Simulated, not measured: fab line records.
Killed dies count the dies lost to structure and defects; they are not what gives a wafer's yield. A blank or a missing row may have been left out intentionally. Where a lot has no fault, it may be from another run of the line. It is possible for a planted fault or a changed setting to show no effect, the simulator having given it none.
Matching of chambers | flow nand_harc | 4 sister chambers for NHARC_A_BLC_CMP_25 on cmp-04
The step polishes, t overpolish 30 s, target thk 150 nm. 4 wafers are shown with their chamber, then 8 later ones without.

## WAFERS WITH THEIR CHAMBER
wafer  | chamber | overpolish_run_s (s)
L087.3 | 2       | 30.030
L089.3 | 1       | 29.989
L089.5 | 3       | 29.996
L092.3 | 0       | 30.016

## WAFERS WITH NO CHAMBER GIVEN
wafer  | overpolish_run_s (s)
L092.4 | 30.004
L092.5 | 30.008
L095.3 | 29.988
L095.5 | 30.003
L095.6 | 29.996
L097.2 | 30.018
L097.3 | 30.005
L097.4 | 29.984

## WHICH CHAMBER EACH ONE RAN IN
wafer  | from the rows above          | in truth
L092.4 | can't be placed: 3 or 0 or 1 | 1
L092.5 | can't be placed: 0 or 3 or 1 | 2
L095.3 | can't be placed: 1 or 3      | 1
L095.5 | can't be placed: 3 or 0 or 1 | 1
L095.6 | can't be placed: 3 or 1      | 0
L097.2 | can't be placed: 0 or 2      | 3
L097.3 | can't be placed: 3 or 0 or 1 | 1
L097.4 | can't be placed: 1 or 3      | 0
Placed correctly: 0 of 8. Cannot be placed on the basis of these rows: 8; the candidates contain the true chamber in 4. 0 placed wrongly.
How it was worked out, from the rows above alone: a wafer's distance from a chamber is the root of the sum, over the readings, of the square of ((its reading less the chamber's mean) divided by the reading's scatter). If the next closest chamber is less than 2 further off than the closest, the wafer can't be placed; otherwise it belongs to the closest. A chamber's mean is the mean of its shown wafers. The scatter: with one shown wafer a chamber, the root of the mean of the squares of how far each hidden wafer lies from its nearest shown one.
